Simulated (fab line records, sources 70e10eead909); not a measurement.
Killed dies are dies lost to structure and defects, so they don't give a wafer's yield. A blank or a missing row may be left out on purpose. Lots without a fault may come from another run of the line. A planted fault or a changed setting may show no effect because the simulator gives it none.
Chamber matching | flow nand_harc | NHARC_A_ONON_D1_DEP_33 on pecvd-04: 3 sister chambers
The step deposits SiO2, target thk 200 nm. 3 wafers are shown with their chamber, then 7 later ones without.

WAFERS WITH THEIR CHAMBER
wafer  | chamber | throttle_valve_pct (%)
L082.4 | 1       | 14.9
L082.6 | 0       | 16.3
L084.5 | 2       | 15.9

WAFERS WITHOUT THEIR CHAMBER
wafer  | throttle_valve_pct (%)
L084.6 | 16.3
L092.1 | 15.0
L092.4 | 14.9
L092.5 | 15.8
L095.2 | 15.0
L095.5 | 16.2
L095.6 | 16.4

WHICH CHAMBER EACH WENT THROUGH
wafer  | from the rows above | in truth
L084.6 | 0                   | 0
L092.1 | 1                   | 1
L092.4 | 1                   | 1
L092.5 | 2                   | 2
L095.2 | 1                   | 1
L095.5 | 0                   | 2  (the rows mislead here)
L095.6 | 0                   | 0
Placed correctly: 6 of 7. Can't be placed from these rows: 0. Placed wrongly: 1.
How it was worked out, from the rows above alone: a wafer's distance from a chamber is the root of the sum, over the readings, of the square of ((its reading less the chamber's mean) divided by the reading's scatter). The wafer belongs to the nearest chamber; if the next one is less than 2 further off, it can't be placed. A chamber's mean is the mean of its shown wafers. The scatter: with one shown wafer a chamber, the root of the mean of the squares of how far each hidden wafer lies from its nearest shown one.
